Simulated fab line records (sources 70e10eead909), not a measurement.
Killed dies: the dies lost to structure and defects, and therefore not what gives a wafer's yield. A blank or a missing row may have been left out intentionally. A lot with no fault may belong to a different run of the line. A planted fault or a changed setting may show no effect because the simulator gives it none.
fab line records	flow nand_harc
[record] lots = 7	wafers = 21	last_day = 33
route steps=1302 shown A_WL_FILL@973 A_CONTACT@983 END@1302
lots that met no fault: taken from a fault-free run of the same line
start_h: hours from the record's opening day to when the first of the lot's shown wafers began	wait_h: hours elapsed since this lot's preceding step	" the same as in the row above	L1.1+2: one row covering several wafers at once	- no value present, or no start provided	* or withheld: withheld	< > ~ a bound
route shown NAME@n: NAME is a module with steps in the file, n the number in the route of the first one	usual: average and standard deviation across the fault-free wafers	same: alike in all rows	chamber/n: place in a boat	sites: readings site by site	_std_site: the values' standard deviation	_edge_site: the outer-site mean with the inner-site mean subtracted	radius_mm: how far each site lies from the wafer's centre	mask NAME#n: copy n	behind: tool/chamber where the wafer was last shaped	hold: why the lot was held/for how many hours/how that ended	device: whichever transistor did not switch (one of n, p or np)	end of line: at the end of the route, the tests of the same wafers	a step without rows: its recipe alone	killed: count of dies lost to structure and defects at first sort (not the wafer's yield)	map: the dies of a wafer, with x for killed, . for not killed, _ for no die there
set.NAME: setting as actually run; set.NAME@STEP: the setting as run at that earlier step	model.NAME: the simulator's own value behind a step, which no gauge read
certain route steps with their lots: each step a table, each wafer a row
services: a tool's chamber out of use, with start hour (start_h, from the record's first day; less than 0 if before it), hours out, and reason
[[steps]]
[step NHARC_A_WL_FILL_PRECLEAN_30]
[recipe] time_s = 10	chemistry = dHF
[step NHARC_A_WL_FILL_SRD_14]
[step NHARC_A_WL_FILL_ALD_19]
[recipe] target_thk_a = 20	pulse_time_s = 3	ald_cycles = 100	temp_c = 450	material = TiN
[step NHARC_A_WL_FILL_CVD_20]
[recipe] target_thk_a = 1000	temp_c = 400	pressure_torr = 40	wf6_flow_sccm = 40	h2_flow_sccm = 1600	ar_flow_sccm = 1560	time_s = 74	material = W
[usual] heater_power_w = 815/57	throttle_valve_pct = 7.87/0.16
lot.wafer	tool	chamber	start_h	wait_h	heater_power_w	throttle_valve_pct
L209.2	cvd_w-02	0	-	-	750	7.97
L209.1	"	1	"	"	812	7.84
L209.4	"	0	"	"	766	7.80
L206.2	cvd_w-02	0	-	-	765	7.96
L206.4	"	1	"	"	812	7.89
L206.3	"	0	"	"	756	7.91
L212.2	cvd_w-02	0	-	-	765	7.97
L212.3	"	1	"	"	825	7.74
L212.4	"	0	"	"	751	7.81
L221.3	cvd_w-01	0	-	-	878	7.91
L221.6	"	1	"	"	757	7.60
L221.5	"	0	"	"	899	8.21
L223.1	cvd_w-01	1	-	-	756	7.78
L223.6	"	1	"	"	773	7.88
L223.5	"	0	"	"	893	7.69
L224.2	cvd_w-02	0	-	-	739	7.92
L224.4	"	0	"	"	734	7.95
L224.5	"	1	"	"	855	8.06
L229.2	cvd_w-01	0	-	-	888	8.11
L229.1	"	1	"	"	782	7.79
L229.6	"	1	"	"	775	8.10
[step NHARC_A_WL_FILL_CMP_12]
[recipe] t_overpolish_s = 30	target_thk_nm = 100
[step NHARC_A_WL_FILL_SRD_31]
[step NHARC_A_WL_FILL_INSPECT_15]
[usual] raw_defect_count = 473/140
lot.wafer	tool	chamber	start_h	wait_h	raw_defect_count
L209.1	defect_inspect-01	-	504.85	0.0	485
L209.2	"	-	"	"	599
L209.4	"	-	"	"	424
L206.2	defect_inspect-01	-	509.81	0.0	370
L206.3	"	-	"	"	398
L206.4	"	-	"	"	420
L212.2	defect_inspect-01	-	527.67	0.0	368
L212.3	"	-	"	"	227
L212.4	"	-	"	"	332
L221.3	defect_inspect-01	-	624.31	0.0	630
L221.5	"	-	"	"	506
L221.6	"	-	"	"	414
L223.1	defect_inspect-01	-	640.49	0.0	517
L223.5	"	-	"	"	421
L223.6	"	-	"	"	455
L224.2	defect_inspect-02	-	658.27	0.0	535
L224.4	"	-	"	"	607
L224.5	"	-	"	"	474
L229.1	defect_inspect-01	-	713.17	0.0	310
L229.2	"	-	"	"	416
L229.6	"	-	"	"	364
[step NHARC_A_CONTACT_DEP_24]
[recipe] target_thk_a = 5000	temp_c = 400	pressure_torr = 6.5	rf_w = 900	teos_flow_sccm = 161.4	flow_sccm = 2650	target_thk_nm = 500	gas = O2	material = SiO2
[step NHARC_A_CONTACT_DEP_28]
[recipe] target_thk_a = 70000	temp_c = 400	material = aC
[usual] throttle_valve_pct = 34.999/0.0097
lot.wafer	tool	chamber	start_h	wait_h	throttle_valve_pct
L209.1	acl_dep-01	0	505.53	0.1	34.992
L209.2	"	0	"	"	34.989
L209.4	"	0	507.65	2.2	35.004
L206.2	acl_dep-01	0	511.18	0.8	34.997
L206.3	"	0	"	"	35.007
L206.4	"	0	"	"	34.988
L212.2	acl_dep-01	0	529.47	1.2	35.001
L212.3	"	0	"	"	34.994
L212.4	"	0	"	"	34.994
L221.3	acl_dep-02	0	628.26	3.3	34.999
L221.5	"	0	629.67	4.8	34.999
L221.6	"	0	"	"	34.999
L223.1	acl_dep-01	0	641.21	0.1	34.999
L223.5	"	0	644.08	3.0	35.003
L223.6	"	0	"	"	35.008
L224.2	acl_dep-02	0	660.61	1.7	35.015
L224.4	"	0	661.99	3.1	35.004
L224.5	"	0	"	"	35.017
L229.1	acl_dep-03	0	713.84	0.1	35.007
L229.2	"	0	"	"	34.991
L229.6	"	0	717.32	3.5	34.993
[step NHARC_A_CONTACT_DEP_29]
[recipe] target_thk_a = 1000	target_thk_nm = 100	temp_c = 400	pressure_torr = 3.5	flow_sccm = 200	rf_w = 350	material = SiON
[step NHARC_A_CONTACT_DEHYDRATE_32]
[recipe] temp_c = 150	time_s = 120
[step NHARC_A_CONTACT_HMDS_33]
[recipe] time_s = 30
[step NHARC_A_CONTACT_COAT_34]
[recipe] temp_c = 260	time_s = 75
[step NHARC_A_CONTACT_COAT_35]
[recipe] temp_c = 225	time_s = 65
[step NHARC_A_CONTACT_COAT_36]
[recipe] spin_rpm = 1500	resist_thk_nm = 90
[step NHARC_A_CONTACT_SOFTBAKE_37]
[recipe] temp_c = 105	time_s = 55
[step NHARC_A_CONTACT_EBR_38]
[step NHARC_A_CONTACT_EXPOSE_39]
[recipe] na = 1.35	sigma_outer = 0.8	dose_mj = 58.79	mask_id = A_CC_3
[step NHARC_A_CONTACT_PEB_40]
[recipe] peb_temp_c = 100	peb_time_s = 65
[step NHARC_A_CONTACT_DEVELOP_41]
[recipe] develop_time_s = 35	dev_temp_c = 23
[step NHARC_A_CONTACT_CD_MEAS_42]
[recipe] target_cd_nm = 300	landing_energy_ev = 500
[usual] cd_nm = 300.2/0.5
lot.wafer	tool	chamber	start_h	wait_h	cd_nm
L209.1	cd_sem-02	0	510.53	-	299.9
L209.2	"	0	"	"	301.2
L209.4	"	0	"	"	300.3
L206.2	cd_sem-01	0	515.42	-	299.8
L206.3	"	0	"	"	299.7
L206.4	"	0	"	"	301.0
L212.2	cd_sem-01	0	533.69	-	299.5
L212.3	"	0	"	"	300.0
L212.4	"	0	"	"	300.8
L221.3	cd_sem-01	0	631.95	-	299.6
L221.5	"	0	"	"	300.3
L221.6	"	0	"	"	299.9
L223.1	cd_sem-03	0	646.26	-	300.0
L223.5	"	0	"	"	298.7
L223.6	"	0	"	"	300.3
L224.2	cd_sem-02	0	664.81	-	300.0
L224.4	"	0	"	"	299.6
L224.5	"	0	"	"	299.6
L229.1	cd_sem-02	0	718.76	-	300.5
L229.2	"	0	"	"	300.7
L229.6	"	0	"	"	300.1
[step NHARC_A_CONTACT_OVL_MEAS_43]
[usual] overlay_x_nm = 0.1/1	overlay_y_nm = 0.0/0.9
lot.wafer	tool	chamber	start_h	wait_h	overlay_x_nm	overlay_y_nm
L209.1	overlay-01	-	510.62	-	1.3	-0.9
L209.2	"	-	"	"	1.7	0.1
L209.4	"	-	"	"	2.3	-0.4
L206.2	overlay-01	-	515.50	-	1.2	-0.9
L206.3	"	-	"	"	1.8	-0.5
L206.4	"	-	"	"	1.0	-0.1
L212.2	overlay-01	-	533.78	-	-2.2	0.5
L212.3	"	-	"	"	-1.6	0.3
L212.4	"	-	"	"	-1.2	0.2
L221.3	overlay-02	-	632.04	-	-1.0	0.1
L221.5	"	-	"	"	-0.7	0.3
L221.6	"	-	"	"	-0.9	-0.1
L223.1	overlay-01	-	646.34	-	1.4	1.8
L223.5	"	-	"	"	0.8	0.7
L223.6	"	-	"	"	1.4	1.1
L224.2	overlay-01	-	664.89	-	0.6	-1.5
L224.4	"	-	"	"	0.5	-1.7
L224.5	"	-	"	"	0.8	-1.4
L229.1	overlay-02	-	718.85	-	-0.1	-0.1
L229.2	"	-	"	"	-0.1	-0.5
L229.6	"	-	"	"	-0.4	0.3
[step NHARC_A_CONTACT_INSPECT_44]
[usual] raw_defect_count = 80/37
lot.wafer	tool	chamber	start_h	wait_h	raw_defect_count
L209.1	defect_inspect-01	-	510.66	0.0	109
L209.2	"	-	"	"	133
L209.4	"	-	"	"	107
L206.2	defect_inspect-02	-	515.54	0.0	100
L206.3	"	-	"	"	111
L206.4	"	-	"	"	110
L212.2	defect_inspect-02	-	533.82	0.0	27
L212.3	"	-	"	"	19
L212.4	"	-	"	"	15
L221.3	defect_inspect-02	-	632.07	0.0	88
L221.5	"	-	"	"	93
L221.6	"	-	"	"	96
L223.1	defect_inspect-02	-	646.38	0.0	154
L223.5	"	-	"	"	152
L223.6	"	-	"	"	127
L224.2	defect_inspect-01	-	664.93	0.0	80
L224.4	"	-	"	"	88
L224.5	"	-	"	"	77
L229.1	defect_inspect-01	-	718.88	0.0	67
L229.2	"	-	"	"	58
L229.6	"	-	"	"	62
[step NHARC_A_CONTACT_DESCUM_47]
[recipe] time_s = 3	o2_flow_sccm = 200	ar_flow_sccm = 0	bias_power_w = 0	chemistry = O2
[usual] drypump_motor_current_A = 5.9/0.33	oes_product_au = 1.002/0.01	rf_vpp_V = 57.5/0.85	showerhead_plenum_p_Torr = 1.86/0.054	throttle_valve_pct = 11.310/0.0095
[same] bias_power_w = 0
lot.wafer	tool	chamber	start_h	wait_h	drypump_motor_current_A	oes_product_au	rf_hours_counter_h	rf_vpp_V	showerhead_plenum_p_Torr	throttle_valve_pct
L209.1	rie_diel-11	0	510.73	0.1	5.9	1.002	14	55.8	1.78	11.320
L209.2	"	1	"	"	5.8	0.985	12	57.4	1.89	11.304
L209.4	"	2	"	"	5.7	0.998	12	57.0	1.84	11.314
L206.3	rie_diel-06	2	515.60	0.1	6.6	0.995	7	57.2	1.86	11.319
L206.4	"	3	"	"	5.9	0.981	5	56.2	1.88	11.307
L206.2	"	0	"	"	5.5	0.988	5	58.3	2.01	11.317
L212.2	rie_diel-11	3	533.95	0.1	6.2	1.015	19	56.9	1.86	11.308
L212.3	"	0	"	"	5.9	0.997	20	57.3	1.78	11.315
L212.4	"	1	"	"	5.9	1.003	19	57.8	1.89	11.313
L221.3	rie_diel-11	3	632.14	0.1	6.2	1.012	0	58.2	1.85	11.315
L221.6	"	2	"	"	5.7	1.005	-	57.3	1.83	11.304
L221.5	"	3	"	"	6.2	1.008	-	57.3	1.85	11.297
L223.1	rie_diel-11	1	646.44	0.1	5.9	1.004	3	57.0	1.88	11.318
L223.6	"	1	"	"	5.8	0.998	-	58.4	1.88	11.310
L223.5	"	2	"	"	5.7	1.031	-	57.7	1.83	11.300
L224.2	rie_diel-11	0	665.01	0.1	5.9	1.010	5	56.6	1.78	11.294
L224.4	"	3	"	"	6.2	1.003	-	57.1	1.85	11.305
L224.5	"	0	"	"	5.9	0.998	-	56.8	1.78	11.306
L229.1	rie_diel-06	2	718.95	0.1	6.6	0.981	15	57.1	1.83	11.303
L229.2	"	3	"	"	5.9	1.000	16	57.2	1.86	11.322
L229.6	"	1	"	"	5.6	1.010	-	58.0	1.86	11.318
[step NHARC_A_CONTACT_ETCH_48]
[recipe] target_depth_a = 390	over_etch_frac = 0.3	time_s = 65	ion_energy_ev = 80	cf4_flow_sccm = 150	ar_flow_sccm = 0	rf_w = 300	bias_w = 100	chemistry = CF4
[step NHARC_A_CONTACT_ETCH_49]
[recipe] target_depth_a = 2600	over_etch_frac = 0.3	time_s = 475.3	ion_energy_ev = 200	n2_flow_sccm = 150	h2_flow_sccm = 150	ar_flow_sccm = 0	rf_w = 400	bias_w = 150	chemistry = N2/H2
[step NHARC_A_CONTACT_ETCH_50]
[recipe] target_depth_a = 1210	time_s = 60.5	cf4_flow_sccm = 100	chf3_flow_sccm = 30	ar_flow_sccm = 0	rf_w = 500	bias_w = 200	chemistry = CF4/CHF3
[step NHARC_A_CONTACT_ETCH_51]
[recipe] target_depth_a = 70000	over_etch_frac = 0.3	time_s = 1820	ion_energy_ev = 150	o2_flow_sccm = 400	cos_flow_sccm = 20	ar_flow_sccm = 0	rf_w = 500	bias_w = 300	chemistry = O2/COS
[step NHARC_A_CONTACT_ETCH_111]
[recipe] source_w = withheld	pressure_mtorr = 20	bias_v = withheld	time_s = 140	target_depth_a = 7000	ar_flow_sccm = withheld	c4f8_flow_sccm = withheld	o2_flow_sccm = withheld	chemistry = C4F8/O2/Ar
[step NHARC_A_CONTACT_ETCH_112]
[recipe] source_w = withheld	pressure_mtorr = 20	bias_v = 3000	time_s = 190	target_depth_a = 18500	ar_flow_sccm = withheld	c4f8_flow_sccm = withheld	o2_flow_sccm = withheld	chemistry = C4F8/O2/Ar
[step NHARC_A_CONTACT_ETCH_113]
[recipe] source_w = withheld	pressure_mtorr = 20	bias_v = 3000	time_s = 190	target_depth_a = 18500	ar_flow_sccm = withheld	c4f8_flow_sccm = withheld	o2_flow_sccm = withheld	chemistry = C4F8/O2/Ar
[step NHARC_A_CONTACT_ETCH_114]
[recipe] source_w = withheld	pressure_mtorr = 20	bias_v = 3000	time_s = 190	target_depth_a = 18500	ar_flow_sccm = withheld	c4f8_flow_sccm = withheld	o2_flow_sccm = withheld	chemistry = C4F8/O2/Ar
[step NHARC_A_CONTACT_ETCH_115]
[recipe] source_w = withheld	pressure_mtorr = 20	bias_v = 3000	time_s = 190	target_depth_a = 18500	ar_flow_sccm = withheld	c4f8_flow_sccm = withheld	o2_flow_sccm = withheld	chemistry = C4F8/O2/Ar
lot.wafer	tool	chamber	start_h	wait_h	rf_hours_counter_h
L209.2	har_cap_etch-02	1	513.32	0.1	87
L209.1	"	0	"	"	87
L209.4	"	0	"	"	-
L206.2	har_cap_etch-01	1	518.47	0.2	1
L206.3	"	1	"	"	-
L206.4	"	0	"	"	-
L212.2	har_cap_etch-01	1	537.18	0.1	7
L212.4	"	1	"	"	-
L212.3	"	0	"	"	-
L221.3	har_cap_etch-02	0	634.74	0.1	-
L221.5	"	0	"	"	-
L221.6	"	1	"	"	-
L223.1	har_cap_etch-03	1	649.26	0.1	66
L223.6	"	1	"	"	-
L223.5	"	0	"	"	-
L224.2	har_cap_etch-03	0	668.15	0.2	69
L224.4	"	0	"	"	-
L224.5	"	0	"	"	-
L229.1	har_cap_etch-03	0	721.84	0.1	80
L229.2	"	1	"	"	80
L229.6	"	0	"	"	-
[step NHARC_A_CONTACT_ETCH_116]
[recipe] source_w = withheld	pressure_mtorr = 20	bias_v = 3000	time_s = 190	target_depth_a = 18500	ar_flow_sccm = withheld	c4f8_flow_sccm = withheld	o2_flow_sccm = withheld	chemistry = C4F8/O2/Ar
[step NHARC_A_CONTACT_ETCH_117]
[recipe] source_w = withheld	pressure_mtorr = 20	bias_v = 3000	time_s = 190	target_depth_a = 18500	ar_flow_sccm = withheld	c4f8_flow_sccm = withheld	o2_flow_sccm = withheld	chemistry = C4F8/O2/Ar
lot.wafer	tool	chamber	start_h	wait_h	rf_hours_counter_h
L209.2	har_cap_etch-02	1	513.66	0.1	87
L209.1	"	0	"	"	87
L209.4	"	0	"	"	-
L206.2	har_cap_etch-01	1	518.93	0.2	1
L206.3	"	1	"	"	-
L206.4	"	0	"	"	-
L212.2	har_cap_etch-01	1	537.52	0.1	7
L212.4	"	1	"	"	-
L212.3	"	0	"	"	-
L221.3	har_cap_etch-02	0	635.08	0.1	-
L221.5	"	0	"	"	-
L221.6	"	1	"	"	-
L223.1	har_cap_etch-03	1	649.61	0.1	66
L223.6	"	1	"	"	-
L223.5	"	0	"	"	-
L224.2	har_cap_etch-03	0	668.60	0.2	70
L224.4	"	0	"	"	-
L224.5	"	0	"	"	-
L229.1	har_cap_etch-03	0	722.18	0.1	80
L229.2	"	1	"	"	80
L229.6	"	0	"	"	-
[step NHARC_A_CONTACT_ETCH_118]
[recipe] source_w = withheld	pressure_mtorr = 20	bias_v = 3000	time_s = 190	target_depth_a = 18500	ar_flow_sccm = withheld	c4f8_flow_sccm = withheld	o2_flow_sccm = withheld	chemistry = C4F8/O2/Ar
[step NHARC_A_CONTACT_ETCH_119]
[recipe] source_w = withheld	pressure_mtorr = 20	bias_v = 3000	time_s = 190	target_depth_a = 18500	ar_flow_sccm = withheld	c4f8_flow_sccm = withheld	o2_flow_sccm = withheld	chemistry = C4F8/O2/Ar
[step NHARC_A_CONTACT_ETCH_120]
[recipe] source_w = withheld	pressure_mtorr = 20	bias_v = 3000	time_s = 190	target_depth_a = 18500	ar_flow_sccm = withheld	c4f8_flow_sccm = withheld	o2_flow_sccm = withheld	chemistry = C4F8/O2/Ar
lot.wafer	tool	chamber	start_h	wait_h	rf_hours_counter_h
L209.2	har_cap_etch-02	1	514.17	0.1	88
L209.1	"	0	"	"	88
L209.4	"	0	"	"	-
L206.2	har_cap_etch-01	1	519.61	0.2	1
L206.3	"	1	"	"	-
L206.4	"	0	"	"	-
L212.2	har_cap_etch-01	1	538.03	0.1	8
L212.4	"	1	"	"	-
L212.3	"	0	"	"	-
L221.3	har_cap_etch-02	0	635.59	0.1	-
L221.5	"	0	"	"	-
L221.6	"	1	"	"	-
L223.1	har_cap_etch-03	1	650.12	0.1	67
L223.6	"	1	"	"	-
L223.5	"	0	"	"	-
L224.2	har_cap_etch-03	0	669.28	0.2	70
L224.4	"	0	"	"	-
L224.5	"	0	"	"	-
L229.1	har_cap_etch-03	0	722.68	0.1	81
L229.2	"	1	"	"	81
L229.6	"	0	"	"	-
[step NHARC_END_SORT_01]
[recipe] temp_c = 25
[usual] killed_at_array = 58/20	killed_at_other = 1.0/1.2	killed_at_periphery = 4.1/3	killed_dies = 63/20	killed_open = 3.2/1.7	killed_short = 2.5/1.5
[same] gross_dies = 677
lot.wafer	tool	chamber	start_h	wait_h	killed_at_array	killed_at_other	killed_at_periphery	killed_dies	killed_open	killed_short
L209.1	prober-01	0	587.53	2.6	671	0	4	675	5	0
L209.2	prober-01	0	588.34	2.9	659	3	11	673	7	2
L209.4	prober-01	0	589.94	3.4	666	0	8	674	2	3
L206.2	prober-02	0	592.08	2.8	666	2	3	671	2	3
L206.3	prober-02	0	592.87	3.1	668	0	3	671	3	1
L206.4	prober-02	0	593.67	3.4	668	0	3	671	2	1
L212.2	prober-02	0	605.81	2.8	672	0	3	675	3	2
L212.3	prober-02	0	606.61	3.1	668	0	6	674	7	2
L212.4	prober-02	0	607.40	3.4	664	0	6	670	3	4
L223.1	prober-01	0	718.59	2.5	86	1	4	91	1	2
L223.5	prober-01	0	721.85	3.7	97	1	5	103	2	3
L223.6	prober-01	0	722.66	4.1	96	2	1	99	6	3
// killed by level:class
L209.1 A_CONTACT:area_dep=609 A_CHANNEL_HOLE_D1:chamber_film_flake=30 A_CHANNEL_HOLE_D2:chamber_film_flake=20 P_M1:chamber_film_flake=4 A_CHANNEL_FILL_D1:geometric_particle:open=2 A_CHANNEL_FILL_D1:chamber_film_flake=2 A_STAIRCASE:chamber_film_flake=2 A_ONON_D2:geometric_particle:open=1
L209.2 A_CONTACT:area_dep=598 A_CHANNEL_HOLE_D2:chamber_film_flake=27 A_CHANNEL_HOLE_D1:chamber_film_flake=24 P_M1:chamber_film_flake=3 THIN_TSV:chamber_film_flake=3 P_ZERO_WELL:chamber_film_flake=2 A_CONTACT:chamber_film_flake=2 P_STI:geometric_particle:open=1
L209.4 A_CONTACT:area_dep=607 A_CHANNEL_HOLE_D2:chamber_film_flake=30 A_CHANNEL_HOLE_D1:chamber_film_flake=17 A_CONTACT:chamber_film_flake=4 P_GATE:chamber_film_flake=3 P_M1:chamber_film_flake=3 P_M0:geometric_particle:open=1 P_M0:geometric_particle:short=1
L206.2 A_CONTACT:area_dep=595 A_CHANNEL_HOLE_D1:chamber_film_flake=26 A_SLIT:chamber_film_flake=25 A_CHANNEL_HOLE_D2:chamber_film_flake=12 P_STI:chamber_film_flake=2 A_SGD_CUT:chamber_film_flake=2 THIN_TSV:chamber_film_flake=2 A_CHANNEL_FILL_D1:geometric_particle:open=1
L206.3 A_CONTACT:area_dep=582 A_CHANNEL_HOLE_D1:chamber_film_flake=33 A_SLIT:chamber_film_flake=31 A_CHANNEL_HOLE_D2:chamber_film_flake=8 A_SGD_CUT:chamber_film_flake=5 P_STI:chamber_film_flake=3 A_CONTACT:chamber_film_flake=3 A_DECK1_JOINT:chamber_film_flake=2
L206.4 A_CONTACT:area_dep=588 A_SLIT:chamber_film_flake=37 A_CHANNEL_HOLE_D1:chamber_film_flake=23 A_CHANNEL_HOLE_D2:chamber_film_flake=13 P_STI:chamber_film_flake=2 A_CONTACT:chamber_film_flake=2 A_CHANNEL_FILL_D1:geometric_particle:open=1 A_WL_FILL:geometric_particle:short=1
L212.2 A_CONTACT:area_dep=642 A_CHANNEL_HOLE_D2:chamber_film_flake=12 A_CHANNEL_HOLE_D1:chamber_film_flake=7 A_CONTACT:chamber_film_flake=5 P_BONDPAD:chamber_film_flake=2 P_CONTACT:geometric_particle:short=1 A_ONON_D1:geometric_particle:open=1 A_CHANNEL_FILL_D2:geometric_particle:open=1
L212.3 A_CONTACT:area_dep=641 A_CHANNEL_HOLE_D2:chamber_film_flake=11 A_CONTACT:chamber_film_flake=9 P_CONTACT:geometric_particle:open=2 P_M2:chamber_film_flake=2 P_GATE:geometric_particle:open=1 A_CHANNEL_FILL_D1:geometric_particle:open=1 A_DECK1_JOINT:geometric_particle:short=1
L212.4 A_CONTACT:area_dep=642 A_CHANNEL_HOLE_D2:chamber_film_flake=6 A_CONTACT:chamber_film_flake=4 P_M2:chamber_film_flake=2 A_CHANNEL_HOLE_D1:chamber_film_flake=2 A_STAIRCASE:chamber_film_flake=2 A_SLIT:chamber_film_flake=2 P_CONTACT:geometric_particle:open=1
L223.1 A_SLIT:chamber_film_flake=31 A_CHANNEL_HOLE_D1:chamber_film_flake=28 A_CHANNEL_HOLE_D2:chamber_film_flake=21 P_M1:chamber_film_flake=3 P_M0:geometric_particle:short=1 A_SGD_CUT:geometric_particle:short=1 A_CONTACT:geometric_particle:open=1 A_DECK1_JOINT:chamber_film_flake=1
L223.5 A_SLIT:chamber_film_flake=35 A_CHANNEL_HOLE_D2:chamber_film_flake=26 A_CHANNEL_HOLE_D1:chamber_film_flake=25 A_CONTACT:chamber_film_flake=5 P_M0:geometric_particle:open=1 P_M0:geometric_particle:short=1 A_SGD_CUT:geometric_particle:short=1 A_WL_FILL:geometric_particle:short=1
L223.6 A_SLIT:chamber_film_flake=31 A_CHANNEL_HOLE_D1:chamber_film_flake=28 A_CHANNEL_HOLE_D2:chamber_film_flake=22 A_DECK1_JOINT:geometric_particle:open=2 A_M0:geometric_particle:open=2 THIN_TSV:chamber_film_flake=2 A_STAIRCASE:chamber_film_flake=2 A_WL_FILL:chamber_film_flake=2
// map L206.2 (x killed, . not)
____________.____________
_________xxxxxxx_________
_______xxxxxxxxxxx_______
______xxxxxxxxxxxxx______
_____xxxxxxxxxxxxxxx_____
____xxxxxxxxxxxxxx.xx____
____xxxxxxxxxxxxxxxxx____
___xxxxxxxxxxxxxxxxx.x___
___xxxxxxxxxxxxxxxxxxx___
__xxxxxxxxxxxxxxxxxxxxx__
__xxxxxxxxxxxxxxxxxxxxx__
_xxxxxxxxxxxxxxxxxxxxxxx_
_xxxxxxxxxxxxxxxxxxxxxxx_
_xxxxxxxxxxxxxxxxxxxxxxx_
_xxxxxxxxxxxxxxxxxxxxxxx_
_xxxxxxxxxxxxxxxxxxxxxxx_
xxxxxxxxxxxxxxxxxxxxxxxxx
xxxxxxxxxxxxxxxxxxxxxxxxx
xxxxxxxxxxxxxxxxxxxxxxxxx
xxxxxxxxxxxxxxxxxxxxxxxxx
xxxxxxxxxxxxxxxxxxxx.xx.x
_xxxxxxxxxxxxxxxxxxxxxxx_
_xxxxxxxxxxxxxxxxxxxxxxx_
_xxxxxxxxxxxxxxxxxxxxxxx_
_xxxxxxxxxxxxxxxxxxxxxxx_
_xxxxxx.xxxxxxxxxxxxxxxx_
__xxxxxxxxxxxxxxxxxxxxx__
__xxxxxxxxxxxxxxxxxxxxx__
___xxxxxxxxxxxxxxxxxxx___
___xxxxxxxxxxxxxxxxxxx___
____xxxxxxxxxxxxxxxxx____
____xxxxxxxxxxxxxxxxx____
_____xxxxxxxxxxxxxxx_____
______xxxxxxxxxxxxx______
_______xxxxxxxxxxx_______
_________xxxxxxx_________
____________x____________
// map L209.1 (x killed, . not)
____________x____________
_________xxxxxxx_________
_______xxxxxxxxxxx_______
______xxxxxxxxxxxxx______
_____xxxxxxxxxxxxxxx_____
____xxxxxxxxxxxxxxxxx____
____xxxxxxxxxxxxxxxxx____
___xxxxxxxxxxxxxxxxxxx___
___xxxxxxxxxxxxxxxxxxx___
__xxxxxxxxxxxxxxxxxxxxx__
__xxxxxxxxxxxxxxxxxxxxx__
_xxxxxxxxxxxxxxxxxxxxxxx_
_xxxxxxxxxxxxxxxxxxxxxxx_
_xxxxxxxxxxxxxxxxxxxxxxx_
_xxxxxxxxxxxxxxxxxxxxxxx_
_xxxxxxxxxxxxxxxxxxxxxxx_
xxxxxxxxxxxxxxxxxxxxxxxxx
xxxxxxxxxxxxxxxxxxxxxxxxx
xxxxxxxxxxxxxxxxxxxxxxxxx
xxxxxxxxxxxxxxxxxxxxxxxxx
xxxxxxxxxxxxxxxxxxxxxxxxx
_xxxxxxxxxxxxxxxxxxxxxxx_
_xxxxxxxxxxxxxxxxxxxxxxx_
_xxxxxxxxxxxxxxxxxxxxxxx_
_xxxxxxxxxxxxxxxxxxxxxxx_
_xxxxxxxxxxxxxxxxxxxxxxx_
__xxxxxxxxxxxxxxxxxxxxx__
__xxxxxxxxxx.xxxxxxxxxx__
___xxxxxxxxxxxxxxxxxx.___
___xxxxxxxxxxxxxxxxxxx___
____xxxxxxxxxxxxxxxxx____
____xxxxxxxxxxxxxxxxx____
_____xxxxxxxxxxxxxxx_____
______xxxxxxxxxxxxx______
_______xxxxxxxxxxx_______
_________xxxxxxx_________
____________x____________
[[services]]
tool	chamber	start_h	hours	kind
rie_diel-06	-	484.74	9.0	pm
acl_dep-03	-	486.52	13.0	pm
har_cap_etch-01	-	498.15	17.0	pm
har_cap_etch-01	0	498.15	17.0	vent_cycle
har_cap_etch-01	1	498.15	17.0	vent_cycle
har_cap_etch-01	0	515.15	-	clean
har_cap_etch-01	1	515.15	-	clean
acl_dep-02	-	516.73	1.5	repair
rie_diel-11	-	524.67	0.5	repair
rie_diel-11	3	538.83	4.8	repair
cvd_w-01	-	548.10	13.0	pm
rie_diel-06	-	552.38	2.1	repair
acl_dep-01	-	556.23	13.0	pm
rie_diel-06	3	573.18	5.0	repair
rie_diel-11	-	610.09	9.0	pm
acl_dep-02	-	612.01	13.0	pm
cvd_w-01	-	630.11	0.7	repair
cvd_w-02	-	631.48	13.0	pm
rie_diel-11	0	638.44	8.4	repair
rie_diel-11	3	641.77	4.4	repair
rie_diel-11	2	655.86	10.1	repair
rie_diel-06	-	661.74	9.0	pm
acl_dep-03	-	669.34	13.0	pm
rie_diel-11	2	703.06	4.4	repair
[[key]]
[first_sign] step = NHARC_END_SORT_01	reading = killed_dies	direction = up	sigmas = 31	usual = 63	struck = 673
[effect] step = NHARC_END_SORT_01	reading = killed_at_array	direction = up	sigmas = 30	usual = 58	struck = 667
[more_kills_born_at] NHARC_A_CONTACT_DEP_28@acl_dep-01 = 5504
met_at NHARC_A_CONTACT_DEP_28
struck_wafers L206.2,L206.3,L206.4,L209.1,L209.2,L209.4,L212.2,L212.3,L212.4
later_rows_left_out L206.2,L206.3,L206.4,L209.1,L209.2,L209.4,L212.2,L212.3,L212.4
tester_left_out L206,L209,L212
[fault] kind = process_parameter_drift	tool = acl_dep-01	chamber = 0	onset_h = 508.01	steps = NHARC_A_CONTACT_DEP_28	channel = target_thk_a	offset = *	shape = step	end_h = 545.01	acts_in = *	stated = *
// tester_left_out: of these lots the tester's yield and bins aren't shown, on N5 and GAA mostly nor the transistor test; their killed dies are dies lost to structure and defects alone, not to doping, threshold or leakage, so they don't give the yield
// later_rows_left_out: the simulator's readings of these wafers behind a module that went badly wrong aren't trusted and aren't shown, but for the sort
